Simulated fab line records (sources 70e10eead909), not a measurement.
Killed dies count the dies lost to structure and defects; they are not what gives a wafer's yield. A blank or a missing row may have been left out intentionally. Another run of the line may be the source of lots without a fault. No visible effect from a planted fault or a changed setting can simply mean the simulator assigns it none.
Code-filled problem report in 8D (eight disciplines) form | flow nandHarc | the parts of the form that need people (team, actions taken, sign-off) are left out

## 1. THE ISSUE
Mean of killedAtArray at NHARC_END_SORT_01: 671 across 5 wafers in 2 lots; on wafers with no fault it is 26 (standard deviation 11). Measured from the usual mean, that is +59 standard deviations.
Earliest sighting: wafer L453.1 on prober-02 at day 24 00:25. At this step, 38 wafers from 13 lots have a number in the record. By rule, "out" or "out of limits" means more than 4 standard deviations away from the usual mean. The other wafers with a number count as sound.

## 2. WHAT THIS IS AND IS NOT
question                    | is                        | is not
which readings at this step | killedAtArray, killedDies | killedAtOther, killedOpen, killedShort
which lots                  | L453, L454                | L446, L447, L448, L449, L452, L458, L459, L464, L465, L467, L468
which wafers of those lots  | all that have a number    | -
read on which gauges        | prober-02                 | prober-01
when                        | from day 24 00:25         | up to then (15 sound wafers); but 18 sound wafers of L458, L459, L464, L465, L467, L468 came after

## 3. THE SUSPECTS, EACH WITH WHAT RULES IT OUT
Counting: a tool stays on the suspect list if, at a process step up to the reading, it processed all lots that are out and no sound lot following the first of them.
- the gauge at NHARC_END_SORT_01: kept. All the wafers that are out were read on prober-02, and no step on other tools shows them out.
- aclDep-02 at NHARC_A_SLIT_DEP_00 (deposits aC, target thk 3200 nm): kept. It ran every lot that is out, first L453 (day 16 19:16), and no sound lot after that; its last sound lot up to then is L449 (day 15 04:32).
Left after counting: aclDep-02 at NHARC_A_SLIT_DEP_00, prober-02 at NHARC_END_SORT_01.

## 4. THE CAUSE (what the simulator had put in)
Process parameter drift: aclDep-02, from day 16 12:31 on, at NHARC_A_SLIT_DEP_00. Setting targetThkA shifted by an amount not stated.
2 suspects survive the count, and this tool is in that group.

## 5. THE EFFECT CHAIN, in route order
One row per reading whose mean, taken over the struck wafers that have a number, lies over 3 standard deviations from the usual. Only readings for which the record gives a usual standard deviation are gone through. hours: the time from each lot's start at the first step in this table that gives one to its start at this step, as a median over the lots. sigmas: the change in usual standard deviations.
hours | step              | reading       | usual | on struck wafers | change | sigmas
0     | NHARC_END_SORT_01 | killedAtArray | 26    | 671              | +645   | +59
0     | NHARC_END_SORT_01 | killedDies    | 29    | 675              | +646   | +59

## 6. HOW IT WOULD HAVE BEEN CAUGHT EARLIER
In this record the first reading out of limits at a measuring or inspecting step was taken at day 24 00:25, 180 hours after the fault began at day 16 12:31.
Of the tool readings at NHARC_A_SLIT_DEP_00 for which the record gives a usual standard deviation, none was out on any struck wafer, so an alarm limit of 4 standard deviations on them would not have fired.
By day 24 00:25, every lot that is out (2) had started NHARC_A_SLIT_DEP_00 on aclDep-02. Holding the tool at that point would not have protected any of them.
